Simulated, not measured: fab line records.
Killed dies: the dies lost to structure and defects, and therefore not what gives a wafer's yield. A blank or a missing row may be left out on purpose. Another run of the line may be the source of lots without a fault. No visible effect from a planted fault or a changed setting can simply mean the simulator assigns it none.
fab line records ; flow nandHarc ; part 2 of 2: steps 5 to 6 of 6
record: lots: 22; wafers: 66; lastDay: 24
route steps=1159 shown A_CHANNEL_HOLE_D1@483 A_STAIRCASE@549
lots that met no fault: from a run of the same line without faults
startH: hours from the record's first day to the start of the lot's first wafer shown ; waitH: hours from the lot's prior step to this one ; " unchanged from the row above ; L1.1+2: several wafers, shown together as one row ; - no value, or no start was given ; * or withheld: withheld ; < > ~ a bound
route shown NAME@n: a module of which the file shows steps, and the number in the route of the first ; usual: the fault-free wafers' mean and standard deviation ; same: alike in all rows ; chamber/n: place in a boat ; sites: each site's reading ; _std_site: standard deviation across them ; _edge_site: outer sites' mean less inner sites' ; radiusMm: for every site, how far away it sits from the centre of the wafer ; mask NAME#n: copy n ; behind: the last tool/chamber to shape the wafer ; hold: why the lot went on hold/how many hours it stayed there/how the hold came to an end ; device: the transistor (n, p or np) that didn't switch ; end of line: the route-end tests of the same wafers ; a step without rows: its recipe alone ; killed: count of dies lost to structure and defects at first sort (not the wafer's yield) ; map: per-die view of a wafer (x killed, . not killed, _ where there is no die)
set.NAME: the setting the step ran with; set.NAME@STEP: the setting that earlier step ran with ; model.NAME: the simulator's own value behind a step, which no gauge read
route steps across a sampled set of lots; one table per step, one row per wafer
services: the hour from which a tool's chamber was out of use, counted from the record's first day as startH (under 0 if before that day), plus the number of hours and why
== steps ==
step: NHARC_A_STAIRCASE_TRIM_226
recipe: timeS: 211.2; o2FlowSccm: 500; arFlowSccm: 0; biasW: 0; chemistry: O2
usual: drypumpMotorCurrentA: 6.1/0.4; oesProductAu: 0.994/0.0095; rfVppV: 57.6/0.86; showerheadPlenumPTorr: 3.47/0.091; throttleValvePct: 17.036/0.009
lot.wafer;tool;chamber;startH;waitH;drypumpMotorCurrentA;oesProductAu;rfHoursCounterH;rfVppV;showerheadPlenumPTorr;throttleValvePct
L074.1;rieDiel-08;0;-;-;5.7;0.991;45;56.9;3.50;17.034
L074.5;rieDiel-08;2;-;-;6.3;0.981;-;57.7;3.49;17.049
L074.4;rieDiel-08;3;-;-;6.4;1.006;-;57.7;3.47;17.033
L075.4;rieDiel-08;1;-;-;6.4;0.996;51;57.6;3.36;17.025
L075.2;rieDiel-08;2;-;-;6.3;0.985;51;57.0;3.49;17.031
L075.6;rieDiel-08;3;-;-;6.3;0.997;-;57.2;3.47;17.029
L078.1;rieDiel-13;2;-;-;6.3;0.992;58;57.1;3.38;17.025
L078.2;rieDiel-13;3;-;-;5.4;1.021;56;56.8;3.51;17.033
L078.6;rieDiel-13;3;-;-;5.4;1.016;-;58.2;3.51;17.037
L077.4;rieDiel-08;0;-;-;5.6;0.992;57;58.5;3.49;17.040
L077.6;rieDiel-08;0;-;-;5.6;0.995;-;57.4;3.49;17.039
L077.5;rieDiel-08;1;-;-;6.5;0.997;-;57.5;3.36;17.041
L081.2;rieDiel-09;1;-;-;6.8;1.000;10;58.7;3.51;17.041
L081.3;rieDiel-09;3;-;-;5.3;0.998;8;57.1;3.62;17.043
L081.5;rieDiel-09;0;-;-;5.8;0.970;-;57.9;3.32;17.038
L080.2;rieDiel-09;3;-;-;5.3;0.995;9;59.0;3.62;17.028
L080.1;rieDiel-09;2;-;-;5.3;1.004;10;56.5;3.66;17.041
L080.6;rieDiel-09;0;-;-;5.8;0.979;-;55.8;3.32;17.023
L082.1;rieDiel-08;1;-;-;6.5;1.003;61;56.5;3.36;17.027
L082.3;rieDiel-08;3;-;-;6.4;0.989;63;58.5;3.46;17.033
L082.6;rieDiel-08;2;-;-;6.3;0.988;-;57.7;3.48;17.026
L079.4;rieDiel-08;1;-;-;6.4;0.986;61;58.3;3.36;17.023
L079.2;rieDiel-08;0;-;-;5.7;0.996;63;58.2;3.49;17.024
L079.6;rieDiel-08;2;-;-;6.3;0.972;-;56.4;3.48;17.050
L083.1;rieDiel-08;0;-;-;5.7;0.993;66;57.1;3.49;17.043
L083.3;rieDiel-08;1;-;-;6.5;0.994;64;54.9;3.36;17.036
L083.5;rieDiel-08;2;-;-;6.3;0.980;-;57.8;3.48;17.027
L086.2;rieDiel-08;0;-;-;5.7;0.978;1;56.8;3.49;17.026
L086.4;rieDiel-08;2;-;-;6.3;0.982;2;58.6;3.48;17.032
L086.5;rieDiel-08;3;-;-;6.3;0.985;-;56.9;3.46;17.031
L084.4;rieDiel-08;2;-;-;6.3;0.977;2;57.5;3.48;17.044
L084.2;rieDiel-08;0;-;-;5.7;0.993;2;57.3;3.49;17.056
L084.1;rieDiel-08;1;-;-;6.4;0.995;2;58.5;3.36;17.025
L087.4;rieDiel-08;0;-;-;5.7;0.998;4;56.6;3.48;17.029
L087.5;rieDiel-08;2;-;-;6.3;0.990;-;57.9;3.48;17.025
L087.6;rieDiel-08;3;-;-;6.4;1.007;-;56.6;3.46;17.029
L085.1;rieDiel-08;2;-;-;6.3;0.993;9;59.5;3.48;17.030
L085.3;rieDiel-08;1;-;-;6.5;0.998;8;58.4;3.35;17.044
L085.5;rieDiel-08;3;-;-;6.4;1.003;-;57.5;3.45;17.029
L089.1;rieDiel-13;2;-;-;6.4;1.005;16;56.6;3.37;17.047
L089.5;rieDiel-13;3;-;-;5.4;1.008;-;57.5;3.50;17.025
L089.6;rieDiel-13;0;-;-;5.9;1.006;-;57.2;3.60;17.029
L088.3;rieDiel-13;2;-;-;6.3;1.003;18;58.0;3.37;17.038
L088.4;rieDiel-13;1;-;-;5.7;1.000;19;59.5;3.76;17.046
L088.6;rieDiel-13;2;-;-;6.4;1.007;-;57.4;3.37;17.036
L091.3;rieDiel-08;3;-;-;6.4;0.984;12;58.4;3.45;17.029
L091.6;rieDiel-08;2;-;-;6.3;0.984;-;56.9;3.48;17.030
L091.5;rieDiel-08;3;-;-;6.4;0.975;-;58.2;3.45;17.033
L090.3;rieDiel-08;2;-;-;6.3;0.993;13;56.9;3.47;17.042
L090.1;rieDiel-08;3;-;-;6.4;1.005;12;58.0;3.45;17.038
L090.2;rieDiel-08;0;-;-;5.7;0.993;12;57.2;3.48;17.036
L093.4;rieDiel-08;0;-;-;5.6;0.992;16;57.6;3.48;17.034
L093.2;rieDiel-08;2;-;-;6.3;0.987;15;58.4;3.47;17.025
L093.6;rieDiel-08;1;-;-;6.5;0.991;-;57.6;3.35;17.036
L094.2;rieDiel-09;2;-;-;5.4;1.001;40;59.2;3.64;17.031
L094.1;rieDiel-09;3;-;-;5.3;0.993;37;57.2;3.60;17.040
L094.5;rieDiel-09;1;-;-;6.8;0.994;-;58.1;3.49;17.037
L096.3;rieDiel-08;0;-;-;5.7;0.977;21;56.7;3.47;17.030
L096.1;rieDiel-08;3;-;-;6.4;0.995;23;57.7;3.45;17.035
L096.5;rieDiel-08;0;-;-;5.7;0.984;-;57.9;3.47;17.053
L095.4;rieDiel-08;1;-;-;6.4;1.001;23;58.5;3.34;17.048
L095.2;rieDiel-08;2;-;-;6.3;1.001;24;58.7;3.47;17.028
L095.6;rieDiel-08;0;-;-;5.7;0.997;-;57.9;3.47;17.025
L097.1;rieDiel-08;2;-;-;6.3;1.012;29;58.6;3.47;17.038
L097.3;rieDiel-08;0;-;-;5.6;0.985;27;58.9;3.47;17.043
L097.2;rieDiel-08;1;-;-;6.4;0.992;27;57.4;3.34;17.036
step: NHARC_A_STAIRCASE_TRIM_229
recipe: timeS: 211.2; o2FlowSccm: 500; arFlowSccm: 0; biasW: 0; chemistry: O2
usual: drypumpMotorCurrentA: 5.9/0.46; oesProductAu: 0.997/0.01; rfVppV: 57.7/0.97; showerheadPlenumPTorr: 3.51/0.12; throttleValvePct: 17.036/0.0083
lot.wafer;tool;chamber;startH;waitH;drypumpMotorCurrentA;oesProductAu;rfHoursCounterH;rfVppV;showerheadPlenumPTorr;throttleValvePct
L074.1;rieDiel-08;2;245.69;0.1;6.3;0.985;44;58.5;3.49;17.027
L074.4;rieDiel-08;2;245.69;0.1;6.3;0.987;-;56.3;3.49;17.050
L074.5;rieDiel-08;0;245.69;0.1;5.7;0.994;-;56.9;3.50;17.026
L075.4;rieDiel-08;2;264.11;0.1;6.3;0.987;52;57.0;3.49;17.043
L075.2;rieDiel-08;3;264.11;0.1;6.3;0.993;52;59.2;3.47;17.041
L075.6;rieDiel-08;2;264.11;0.1;6.2;0.982;-;58.0;3.49;17.034
L078.1;rieDiel-13;3;268.30;0.2;5.4;1.015;57;57.1;3.51;17.038
L078.2;rieDiel-13;1;268.30;0.2;5.7;0.983;56;59.4;3.78;17.039
L078.6;rieDiel-13;3;268.30;0.2;5.4;1.007;-;56.9;3.51;17.046
L077.4;rieDiel-09;0;269.18;0.1;5.8;0.977;3;56.5;3.32;17.041
L077.6;rieDiel-09;3;269.18;0.1;5.3;0.994;-;56.0;3.62;17.046
L077.5;rieDiel-09;0;269.18;0.1;5.8;0.973;-;57.3;3.32;17.043
L081.2;rieDiel-08;3;279.58;0.1;6.4;1.000;61;58.2;3.46;17.019
L081.3;rieDiel-08;1;279.58;0.1;6.5;1.000;59;56.1;3.36;17.026
L081.5;rieDiel-08;3;279.58;0.1;6.4;1.004;-;59.3;3.46;17.027
L080.1;rieDiel-09;2;280.23;0.1;5.3;1.008;10;56.9;3.66;17.011
L080.2;rieDiel-09;1;280.23;0.1;6.8;0.985;10;57.9;3.51;17.043
L080.6;rieDiel-09;2;280.23;0.1;5.4;1.016;-;59.3;3.66;17.036
L082.3;rieDiel-09;1;286.99;0.1;6.8;0.987;13;56.1;3.51;17.047
L082.1;rieDiel-09;0;286.99;0.1;5.7;0.974;12;58.0;3.32;17.018
L082.6;rieDiel-09;2;286.99;0.1;5.4;1.008;-;57.6;3.65;17.029
L079.2;rieDiel-13;0;287.52;0.1;5.9;0.999;1;59.7;3.61;17.057
L079.4;rieDiel-13;2;287.52;0.1;6.3;1.012;1;56.9;3.38;17.043
L079.6;rieDiel-13;1;287.52;0.1;5.7;0.989;-;58.1;3.77;17.032
L083.1;rieDiel-09;3;299.07;0.1;5.3;0.997;13;56.6;3.61;17.034
L083.3;rieDiel-09;0;299.07;0.1;5.8;0.977;16;56.1;3.31;17.031
L083.5;rieDiel-09;2;299.07;0.1;5.4;0.999;-;58.6;3.65;17.029
L086.4;rieDiel-08;3;316.34;0.1;6.3;0.998;2;57.0;3.46;17.024
L086.2;rieDiel-08;0;316.34;0.1;5.7;0.993;2;57.7;3.49;17.037
L086.5;rieDiel-08;3;316.34;0.1;6.4;1.002;-;58.9;3.46;17.045
L084.2;rieDiel-13;3;316.94;0.1;5.4;1.016;9;57.9;3.50;17.041
L084.4;rieDiel-13;0;316.94;0.1;5.9;1.006;10;58.1;3.60;17.030
L084.1;rieDiel-13;1;316.94;0.1;5.7;0.994;10;57.8;3.77;17.034
L087.4;rieDiel-08;2;321.70;0.1;6.3;1.008;4;57.9;3.48;17.042
L087.5;rieDiel-08;2;321.70;0.1;6.3;1.009;-;57.7;3.48;17.034
L087.6;rieDiel-08;3;321.70;0.1;6.3;1.008;-;58.5;3.45;17.033
L085.1;rieDiel-13;1;331.13;0.1;5.7;1.015;17;58.9;3.76;17.031
L085.3;rieDiel-13;2;331.13;0.1;6.4;1.000;16;56.8;3.37;17.030
L085.5;rieDiel-13;3;331.13;0.1;5.4;1.012;-;57.2;3.50;17.035
L089.1;rieDiel-09;3;331.62;0.1;5.3;0.999;27;58.4;3.60;17.046
L089.5;rieDiel-09;1;331.62;0.1;6.8;0.981;-;56.4;3.50;17.035
L089.6;rieDiel-09;2;331.62;0.1;5.4;1.006;-;57.7;3.65;17.035
L088.3;rieDiel-13;3;337.78;0.1;5.4;1.002;20;57.2;3.49;17.049
L088.4;rieDiel-13;0;337.78;0.1;5.9;1.014;21;57.5;3.60;17.046
L088.6;rieDiel-13;3;337.78;0.1;5.4;1.012;-;59.7;3.49;17.036
L091.3;rieDiel-09;3;338.67;0.1;5.3;1.000;30;57.8;3.60;17.049
L091.5;rieDiel-09;2;338.67;0.1;5.3;1.004;-;59.4;3.64;17.038
L091.6;rieDiel-09;3;338.67;0.1;5.3;1.005;-;57.7;3.60;17.035
L090.3;rieDiel-13;3;339.57;0.1;5.4;1.001;21;57.5;3.49;17.035
L090.1;rieDiel-13;0;339.57;0.1;5.9;1.006;22;59.0;3.60;17.033
L090.2;rieDiel-13;1;339.57;0.1;5.7;0.996;20;57.6;3.76;17.026
L093.2;rieDiel-13;2;348.06;0.2;6.3;1.001;23;57.9;3.37;17.038
L093.4;rieDiel-13;0;348.06;0.2;5.9;1.007;26;57.8;3.59;17.034
L093.6;rieDiel-13;1;348.06;0.2;5.7;1.001;-;59.4;3.76;17.034
L094.2;rieDiel-13;2;355.48;0.1;6.3;1.013;26;57.7;3.37;17.026
L094.1;rieDiel-13;0;355.48;0.1;5.9;1.008;28;56.4;3.59;17.032
L094.5;rieDiel-13;3;355.48;0.1;5.4;1.013;-;57.4;3.49;17.037
L096.1;rieDiel-08;2;370.27;0.1;6.3;1.009;23;58.5;3.47;17.031
L096.3;rieDiel-08;3;370.27;0.1;6.4;0.998;23;58.1;3.45;17.027
L096.5;rieDiel-08;3;370.27;0.1;6.4;1.004;-;59.2;3.45;17.044
L095.4;rieDiel-13;2;372.70;0.1;6.3;0.996;31;56.5;3.36;17.042
L095.2;rieDiel-13;3;372.70;0.1;5.4;1.005;31;57.4;3.49;17.026
L095.6;rieDiel-13;2;372.70;0.1;6.4;0.999;-;57.6;3.36;17.033
L097.3;rieDiel-08;3;391.73;0.1;6.4;0.988;29;56.4;3.44;17.052
L097.1;rieDiel-08;1;391.73;0.1;6.4;0.997;27;58.3;3.34;17.032
L097.2;rieDiel-08;2;391.73;0.1;6.3;0.985;29;57.9;3.47;17.041
== services ==
tool;chamber;startH;hours;kind
rieDiel-13;-;154.72;0.8;repair
rieDiel-06;1;155.88;1.4;repair
rieDiel-02;3;175.22;6.3;repair
rieDiel-10;-;176.50;9.0;pm
rieDiel-13;0;199.13;4.1;repair
rieDiel-13;1;232.74;8.7;repair
rieDiel-10;3;233.23;27.6;repair
rieDiel-09;-;238.48;0.9;repair
rieDiel-06;-;241.20;9.0;pm
rieDiel-08;1;243.07;5.1;repair
rieDiel-10;1;251.93;5.6;repair
rieDiel-09;-;254.16;9.0;pm
rieDiel-13;0;261.74;9.7;repair
rieDiel-10;1;269.48;8.4;repair
rieDiel-08;-;272.88;0.7;repair
rieDiel-08;0;275.11;3.0;repair
rieDiel-13;-;276.05;9.0;pm
rieDiel-09;3;280.83;3.4;repair
rieDiel-13;-;296.68;1.2;repair
rieDiel-08;-;302.89;9.0;pm
rieDiel-09;0;305.02;1.4;repair
rieDiel-10;-;353.50;9.0;pm
rieDiel-10;0;362.82;5.2;repair
rieDiel-10;3;374.36;6.5;repair
